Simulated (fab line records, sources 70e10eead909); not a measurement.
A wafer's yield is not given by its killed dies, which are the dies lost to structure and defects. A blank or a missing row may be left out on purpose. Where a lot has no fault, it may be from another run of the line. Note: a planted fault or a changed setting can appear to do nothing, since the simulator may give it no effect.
Comparing a struck lot with a sound one    flow nand_harc    15 steps out of a route of 1159
Sound: the wafers L621.1, L621.2, L621.4. Wafers struck: L620.1, L620.4. At the end, the cause is stated.
Order at every step that has rows: each side's tool, ch and its chambers, its first start. Under that, the readings that differ: sound wafers    struck wafers    difference of the means    sigmas: that difference in standard deviations of wafers without a fault.
alike: words and numbers the same on both sides, and readings whose means are apart by under 2 such deviations; not compared: readings that were withheld, readings missing a value for some wafer, numbers with overlapping values and no deviation given by the record, and bounds like >300 which may hide the same value.
A row with sigmas, a row that says differs or no value, or rows on one side alone: a step with any of these is where the two part. Non-overlapping numbers with no deviation appear without sigmas and do not part them. A reading missing from all wafers of one side parts the sides only when that side holds two or more wafers.

first, 1 step without rows for these wafers: NHARC_A_ONON_D1_DEP_03 (target thk 1000 nm).
NHARC_A_ONON_D1_THK_MEAS_05: measures by ellipsometry.
  sound on film_metro-02, day 12 23:58; struck on film_metro-02, day 12 15:02
  alike: thk_nm
then, no rows for these wafers at 1 step: NHARC_A_ONON_D1_DEP_06 (target thk 1000 nm).
NHARC_A_ONON_D1_THK_MEAS_08: measures by ellipsometry.
  sound on film_metro-01, day 13 00:32; struck on film_metro-02, day 12 15:37
  alike: thk_nm
then, no rows for these wafers at 1 step: NHARC_A_ONON_D1_DEP_09 (target thk 1000 nm).
NHARC_A_ONON_D1_THK_MEAS_11: measures by ellipsometry.
  sound on film_metro-01, day 13 01:06; struck on film_metro-02, day 12 16:11
  alike: thk_nm
then, no rows for these wafers at 1 step: NHARC_A_ONON_D1_DEP_12 (target thk 1000 nm).
NHARC_A_ONON_D1_THK_MEAS_14: measures by ellipsometry.
  sound on film_metro-02, day 13 01:40; struck on film_metro-02, day 12 16:46
  alike: thk_nm
then, 2 steps without rows for these wafers: NHARC_A_ONON_D1_ANNEAL_15 (time 3600 s); NHARC_A_ONON_D1_DEP_16 (target thk 1000 nm).
NHARC_A_ONON_D1_THK_MEAS_18: measures by ellipsometry.
  sound on film_metro-01, day 13 08:46; struck on film_metro-01, day 12 23:50
reading      sound        struck     difference  sigmas
thk_nm (nm)  987 985 985  1009 1011  +24         +2
NHARC_A_ONON_D1_DEP_19: target thk 1000 nm.
  sound on pecvd_onon-03 ch 0, day 13 08:49; struck on pecvd_onon-04 ch 0, day 12 23:53
reading              sound           struck     difference  sigmas
n2_flow_sccm (sccm)  2744 2757 2767  2776 2777  +20         +2
NHARC_A_ONON_D1_THK_MEAS_21: measures by ellipsometry.
  sound on film_metro-02, day 13 09:20; struck on film_metro-01, day 13 00:24
reading      sound           struck     difference  sigmas
thk_nm (nm)  1005 1006 1005  1778 1774  +771        +99 or more
then, 2 steps without rows for these wafers: NHARC_A_ONON_D1_DEP_22 (target thk 1000 nm); NHARC_END_SORT_01.

== WHERE THEY PART ==
Earliest at NHARC_A_ONON_D1_THK_MEAS_18; latest, in this record, at NHARC_A_ONON_D1_THK_MEAS_21.

WHY: what had been put in by the simulator
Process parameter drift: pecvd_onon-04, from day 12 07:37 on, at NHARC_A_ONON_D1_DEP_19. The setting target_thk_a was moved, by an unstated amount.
